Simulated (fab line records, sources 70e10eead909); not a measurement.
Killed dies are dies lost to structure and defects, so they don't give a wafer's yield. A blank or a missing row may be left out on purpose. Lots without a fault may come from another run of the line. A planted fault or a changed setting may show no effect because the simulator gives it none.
fab line records | flow nand_harc
record lots=6 wafers=18 last_day=24
route steps=1159 shown P_ZERO_WELL@52 P_STI@69 END@1159
lots that met no fault: from a run of the same line without faults
start_h: hours from the record's first day to the start of the lot's first wafer shown | wait_h: hours since the lot's step before | " the same as in the row above | L1.1+2: a row that stands for several wafers | - no value, or no start given | * or withheld: withheld | < > ~ a bound
route shown NAME@n: a module of which the file shows steps, and the number in the route of the first | usual: mean/standard deviation of fault-free wafers | same: alike in all rows | chamber/n: place in a boat | sites: the reading at each site | _std_site: their standard deviation | _edge_site: outer sites' mean less inner sites' | radius_mm: how far each site lies from the wafer's centre | mask NAME#n: copy n | behind: the tool/chamber that last shaped the wafer | hold: why the lot was held/for how many hours/how that ended | device: the transistor (n, p or np) that didn't switch | end of line: the same wafers' tests at the end of the route | a step without rows: its recipe alone | killed: dies lost to structure and defects at the first sort, not the wafer's yield | map: a wafer's dies, x killed, . not, _ none there
set.NAME: the setting as run; set.NAME@STEP: as run at that earlier step | model.NAME: the simulator's own value behind a step, which no gauge read
lots at some steps of the route; a table a step, a row a wafer
services: from which hour (start_h, from the record's first day; less than 0 if before it) a tool's chamber was out of use, for how many hours, and why
## steps
# step NHARC_P_ZERO_WELL_HMDS_45
# recipe time_s=30
# step NHARC_P_ZERO_WELL_COAT_46
# recipe spin_rpm=withheld
# step NHARC_P_ZERO_WELL_SOFTBAKE_47
# recipe temp_c=122 time_s=95
# step NHARC_P_ZERO_WELL_EBR_48
# step NHARC_P_ZERO_WELL_EXPOSE_49
# recipe na=0.6 target_cd_nm=2000 dose_mj=22.64 mask_id=P_HVPW
# step NHARC_P_ZERO_WELL_PEB_50
# recipe peb_temp_c=118 peb_time_s=85
# step NHARC_P_ZERO_WELL_DEVELOP_51
# recipe time_s=70
# step NHARC_P_ZERO_WELL_CD_MEAS_52
# recipe target_cd_nm=2000 landing_energy_ev=500
# usual cd_nm=2000.2/2
# same landing_energy_ev=500
# columns lot.wafer tool chamber start_h wait_h cd_nm
L277.1 cd_sem-03 0 53.61 - 2001.2
L277.3 " 0 " " 2002.1
L277.4 " 0 " " 1998.8
L279.1 cd_sem-03 0 65.90 - 1999.7
L279.4 " 0 " " 2001.8
L279.6 " 0 " " 1996.1
L287.2 cd_sem-01 0 113.83 - 1997.6
L287.4 " 0 " " 1998.3
L287.5 " 0 " " 1995.3
L288.2 cd_sem-01 0 119.61 - 1997.9
L288.5 " 0 " " 1999.8
L288.6 " 0 " " 2000.6
L289.2 cd_sem-03 0 125.62 - 1998.0
L289.4 " 0 " " 2001.6
L289.5 " 0 " " 2002.6
L293.2 cd_sem-01 0 149.83 - 2004.1
L293.3 " 0 " " 2000.4
L293.4 " 0 " " 2003.2
# step NHARC_P_ZERO_WELL_HARDBAKE_53
# recipe temp_c=125 time_s=80
# step NHARC_P_ZERO_WELL_DESCUM_54
# recipe time_s=3 o2_flow_sccm=200 ar_flow_sccm=0 bias_power_w=0 chemistry=O2
# usual drypump_motor_current_A=5.8/0.47 oes_product_au=0.995/0.0098 rf_vpp_V=57.9/0.87 showerhead_plenum_p_Torr=1.96/0.071 throttle_valve_pct=11.311/0.0084
# columns lot.wafer tool chamber start_h wait_h drypump_motor_current_A oes_product_au rf_hours_counter_h rf_vpp_V showerhead_plenum_p_Torr throttle_valve_pct
L277.3 rie_diel-10 3 53.78 - 5.2 0.988 4.0 57.7 2.04 11.307
L277.4 " 0 " " 5.9 0.995 3.8 57.1 1.84 11.326
L277.1 " 1 " " 5.5 0.998 3.5 59.4 1.99 11.319
L279.1 rie_diel-04 1 66.06 - 5.9 0.993 7.3 56.9 2.01 11.312
L279.4 " 3 " " 5.4 0.999 6.9 56.2 1.92 11.323
L279.6 " 1 " " 5.9 0.993 - 60.9 2.01 11.306
L287.4 rie_diel-10 2 113.99 - 5.4 0.997 6.9 58.8 2.04 11.308
L287.2 " 0 " " 5.9 0.975 8.4 56.2 1.84 11.323
L287.5 " 2 " " 5.3 0.998 - 58.1 2.04 11.306
L288.2 rie_diel-10 0 119.78 - 5.9 1.000 8.5 56.9 1.84 11.306
L288.6 " 3 " " 5.2 1.000 - 57.5 2.04 11.309
L288.5 " 0 " " 5.9 0.995 - 55.9 1.84 11.303
L289.2 rie_diel-10 0 125.79 - 5.9 0.994 9.4 57.9 1.84 11.306
L289.4 " 1 " " 5.5 1.013 9.0 58.8 1.99 11.306
L289.5 " 0 " " 5.9 0.993 - 56.8 1.84 11.323
L293.4 rie_diel-10 0 149.98 - 6.0 0.996 10.7 57.0 1.84 11.312
L293.2 " 2 " " 5.4 0.995 9.3 58.1 2.04 11.309
L293.3 " 3 " " 5.2 1.001 11.3 56.8 2.04 11.312
# step NHARC_P_ZERO_WELL_IMPLANT_55
# recipe energy_kev=180 dose_cm2=8e+11 tilt_deg=7
# step NHARC_P_ZERO_WELL_IMPLANT_61
# recipe energy_kev=30 dose_cm2=5e+11 tilt_deg=7
# step NHARC_P_ZERO_WELL_STRIP_56
# recipe time_s=840 temp_c=130 chemistry=SPM
# columns lot.wafer tool chamber start_h wait_h
L277.4+3+1 wet_bench-05 7,0,2 54.32 0.1
L279.6+1+4 wet_bench-01 6,7,1 66.60 0.0
L287.4+2+5 wet_bench-05 3,5,6 114.53 0.1
L288.2+5+6 wet_bench-05 6,7,1 120.32 0.2
L289.5+4+2 wet_bench-01 2,4,7 126.32 0.1
L293.3+4+2 wet_bench-01 3,5,6 150.54 0.1
# step NHARC_P_ZERO_WELL_PRECLEAN_68
# recipe time_s=60 temp_c=50 bath_age_min=0 chemistry=SC1
# step NHARC_P_ZERO_WELL_SRD_69
# step NHARC_P_ZERO_WELL_RTA_42
# recipe temp_c=1100 time_s=300
# usual lamp_power_pct=40/5.4 wafer_temp_C_max=1103.7/1.1
# columns lot.wafer tool chamber start_h wait_h lamp_power_pct wafer_temp_C_max
L277.1 rtp_anneal-02 0 54.76 - 44 1102.5
L277.3 " 0 " " 44 1102.8
L277.4 " 0 " " 44 1102.4
L279.1 rtp_anneal-02 0 67.03 - 44 1103.1
L279.4 " 0 " " 44 1103.7
L279.6 " 0 " " 44 1102.6
L287.2 rtp_anneal-01 0 115.07 - 33 1103.3
L287.4 " 0 " " 33 1104.2
L287.5 " 0 " " 33 1104.3
L288.2 rtp_anneal-01 0 120.85 - 33 1104.0
L288.5 " 0 " " 33 1104.1
L288.6 " 0 " " 33 1105.9
L289.2 rtp_anneal-02 0 126.87 - 44 1102.3
L289.4 " 0 " " 44 1102.2
L289.5 " 0 " " 44 1104.1
L293.2 rtp_anneal-02 0 151.08 - 44 1102.8
L293.3 " 0 " " 44 1103.9
L293.4 " 0 " " 44 1103.4
# step NHARC_P_ZERO_WELL_INSPECT_43
# usual raw_defect_count=13/6
# columns lot.wafer tool chamber start_h wait_h raw_defect_count
L277.1 defect_inspect-02 - 55.43 0.6 7
L277.3 " - " " 16
L277.4 " - " " 11
L279.1 defect_inspect-01 - 68.35 1.1 9
L279.4 " - " " 12
L279.6 " - " " 12
L287.2 defect_inspect-01 - 115.64 0.5 634
L287.4 " - " " 666
L287.5 " - " " 674
L288.2 defect_inspect-01 - 121.42 0.5 637
L288.5 " - " " 628
L288.6 " - " " 659
L289.2 defect_inspect-02 - 127.44 0.5 17
L289.4 " - " " 11
L289.5 " - " " 15
L293.2 defect_inspect-02 - 151.65 0.5 12
L293.3 " - " " 7
L293.4 " - " " 17
# step NHARC_P_STI_ETCH_26
# recipe target_depth_a=110 chemistry=dHF material=SiO2
# step NHARC_END_SORT_01
# recipe temp_c=25
# usual killed_at_array=26/9 killed_at_other=0.8/1.2 killed_at_periphery=3.2/2.3 killed_dies=30/9.1 killed_open=3.5/2 killed_short=1.8/1.4
# same gross_dies=677
# columns lot.wafer tool chamber start_h wait_h killed_at_array killed_at_other killed_at_periphery killed_dies killed_open killed_short
L287.2 prober-01 0 531.67 2.8 21 2 92 115 2 2
L287.4 prober-01 0 533.28 3.4 21 7 86 114 5 2
L287.5 prober-01 0 534.09 3.7 34 1 96 131 6 2
L288.2 prober-01 0 543.56 2.8 33 2 84 119 3 2
L288.5 prober-01 0 545.97 3.7 27 2 65 94 2 0
L288.6 prober-01 0 546.77 4.0 37 1 50 88 3 3
# killed by level:class
L287.2 P_ZERO_WELL:unspecified=91 A_SLIT:chamber_film_flake=12 A_CHANNEL_HOLE_D1:chamber_film_flake=4 THIN_TSV:chamber_film_flake=2 P_CONTACT:geometric_particle:open=1 A_SGD_CUT:geometric_particle:short=1 A_WL_FILL:geometric_particle:short=1 A_WL_FILL:geometric_particle:open=1
L287.4 P_ZERO_WELL:unspecified=86 A_SLIT:chamber_film_flake=9 THIN_TSV:chamber_film_flake=7 A_BLC:geometric_particle:open=3 A_CHANNEL_HOLE_D1:chamber_film_flake=2 A_CHANNEL_FILL_D1:geometric_particle:short=1 A_CHANNEL_FILL_D1:geometric_particle:open=1 A_CONTACT:geometric_particle:open=1
L287.5 P_ZERO_WELL:unspecified=95 A_SLIT:chamber_film_flake=15 A_STAIRCASE:chamber_film_flake=4 A_CONTACT:chamber_film_flake=3 A_CHANNEL_HOLE_D1:chamber_film_flake=3 A_CHANNEL_FILL_D1:chamber_film_flake=2 P_CONTACT:geometric_particle:short=1 A_ONON_D1:geometric_particle:open=1
L288.2 P_ZERO_WELL:unspecified=84 A_CHANNEL_HOLE_D1:chamber_film_flake=21 A_CONTACT:chamber_film_flake=4 A_CONTACT:geometric_particle:open=3 A_STAIRCASE:chamber_film_flake=3 THIN_TSV:chamber_film_flake=2 A_ONON_D1:geometric_particle:short=1 A_SGD_CUT:geometric_particle:short=1
L288.5 P_ZERO_WELL:unspecified=62 A_CHANNEL_HOLE_D1:chamber_film_flake=20 A_CONTACT:chamber_film_flake=2 P_STI:chamber_film_flake=2 A_STAIRCASE:chamber_film_flake=2 THIN_TSV:chamber_film_flake=2 P_GATE:geometric_particle:open=1 A_CONTACT:geometric_particle:open=1
L288.6 P_ZERO_WELL:unspecified=48 A_CHANNEL_HOLE_D1:chamber_film_flake=20 A_CONTACT:chamber_film_flake=7 A_STAIRCASE:chamber_film_flake=4 A_CONTACT:geometric_particle:short=2 P_STI:chamber_film_flake=2 A_ONON_D1:geometric_particle:short=1 A_CONTACT:geometric_particle:open=1
# map L287.5 (x killed, . not)
____________.____________
_________......._________
_______..........._______
______.x...........______
_____...x.........x._____
____.................____
____.................____
___.....x.............___
___x.......x..........___
__.........xxxx........__
__......xxxxxxxx.......__
_.......xxxxxxxxx......._
_......xxxxxxxxxx......._
_......x.xxxxxxxx......._
_.......xxxxxxxx........_
_.x....xxxxxxxxxx......._
...x..x.xxxxxxxx.........
........xxxxxxx..........
........xxxxxxx..........
.........xxxxxx.x........
.........x.x.xx..........
_.........x..xx........._
_......................._
_x.........x...........x_
_...x..................._
_x......................_
__.x.x.......x.........__
__........x............__
___................x..___
___...............xx..___
____.x..........xx...____
____x...........xxxx.____
_____....x........xx_____
______..........xxx______
_______.........x._______
_________......x_________
____________.____________
# map L288.2 (x killed, . not)
____________.____________
_________......._________
_______..........._______
______.............______
_____..............._____
____.................____
____.................____
___...................___
___.......x.x.........___
__........xx.xx........__
__......x.xxxxxx.......__
_.......xxxxxxxx........_
_........xxxxxxx........_
_........xxxxxxxx......._
_........xxxxxxxx......._
_...x...xxxxxxxx.x.....x_
........xxxxxxxx.........
.........xxxxxx..........
.......x.xxxxxxx.....xx..
.........xxxxxx.........x
........x.xxxxx........x.
_........x.xxx.x...x...._
_........xxxxxx........._
_.........xx.xx........._
_.........x....xx......._
_..........x............_
__.......xx............__
__.........x...........__
___...................___
___...........x.......___
____.................____
____.............x...____
_____..............._____
______.............______
_______..........._______
_________..x...._________
____________.____________
## services
# columns tool chamber start_h hours kind
rie_diel-04 0 32.17 1.6 repair
rie_diel-10 0 33.00 - clean
rie_diel-10 1 33.00 - clean
rie_diel-10 2 33.00 - clean
rie_diel-10 3 33.00 - clean
wet_bench-01 - 37.60 8.0 pm
rie_diel-10 0 57.50 - clean
rie_diel-10 1 57.50 - clean
rie_diel-10 2 57.50 - clean
rie_diel-10 3 57.50 - clean
rie_diel-10 0 82.00 - clean
rie_diel-10 1 82.00 - clean
rie_diel-10 2 82.00 - clean
rie_diel-10 3 82.00 - clean
rie_diel-04 1 90.36 13.1 repair
rie_diel-10 2 101.06 4.8 repair
rie_diel-10 0 106.50 - clean
rie_diel-10 1 106.50 - clean
rie_diel-10 2 106.50 - clean
rie_diel-10 3 106.50 - clean
rtp_anneal-02 - 110.63 6.4 repair
rie_diel-04 - 111.90 9.0 pm
rie_diel-10 0 131.00 - clean
rie_diel-10 - 135.32 1.8 repair
## key
first_sign step=NHARC_P_ZERO_WELL_INSPECT_43 reading=raw_defect_count direction=up sigmas=99+ usual=13 struck=650
effect step=NHARC_END_SORT_01 reading=killed_at_periphery direction=up sigmas=32 usual=3.2 struck=78.8
more_kills_born_at NHARC_P_ZERO_WELL_STRIP_56@wet_bench-05=466
met_at NHARC_P_ZERO_WELL_STRIP_56
struck_wafers L287.2,L287.4,L287.5,L288.2,L288.5,L288.6
tester_left_out L287,L288
onset_between 54.32 114.53
also_fits NHARC_P_ZERO_WELL_RTA_42:rtp_anneal-01
fault kind=chamber_particle_source tool=wet_bench-05 chamber=- onset_h=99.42 steps=NHARC_P_ZERO_WELL_STRIP_56 rate_per_visit_cm2=0.98976 end_h=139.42
# tester_left_out: of these lots the tester's yield and bins aren't shown, on N5 and GAA mostly nor the transistor test; their killed dies are dies lost to structure and defects alone, not to doping, threshold or leakage, so they don't give the yield
